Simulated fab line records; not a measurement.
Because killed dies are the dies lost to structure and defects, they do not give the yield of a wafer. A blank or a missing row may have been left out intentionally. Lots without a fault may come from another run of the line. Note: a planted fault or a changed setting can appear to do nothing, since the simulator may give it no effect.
Matching of chambers ; flow n5 finfet ; 3 sister chambers for N5_PASSIVATION_PECVD_35 on pecvd-04
The step deposits SiNx from SiH4/NH3/N2, target thk 700 nm, time 151.3 s. 3 wafers are shown with their chamber, then 7 later ones without.

## WAFERS PAIRED WITH THEIR CHAMBERS
wafer;chamber;showerhead plenum p Torr (Torr)
L165.5;2;8.61
L179.1;1;8.73
L179.5;0;8.81

## WAFERS MISSING THEIR CHAMBER
wafer;showerhead plenum p Torr (Torr)
L179.6;8.74
L178.2;8.73
L178.4;8.81
L178.6;8.77
L180.2;8.78
L180.4;8.78
L180.6;8.75

## CHAMBER TAKEN BY EACH
wafer;from the rows above;in truth
L179.6;1;1
L178.2;1;1
L178.4;0;0
L178.6;can't be placed: 1 or 0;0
L180.2;can't be placed: 0 or 1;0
L180.4;can't be placed: 0 or 1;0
L180.6;can't be placed: 1 or 0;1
Correct placement for 3 of the 7. Not placeable from these rows: 4 (in 4, the candidates include the true chamber). 0 placed wrongly.
How it was worked out, from the rows above alone: a wafer's distance from a chamber is the root of the sum, over the readings, of the square of ((its reading less the chamber's mean) divided by the reading's scatter). The wafer belongs to the nearest chamber; if the next one is less than 2 further off, it can't be placed. Each chamber's mean is taken over the wafers shown for it. The scatter: root of mean squared gap, hidden wafer to nearest shown wafer, with one shown wafer a chamber.
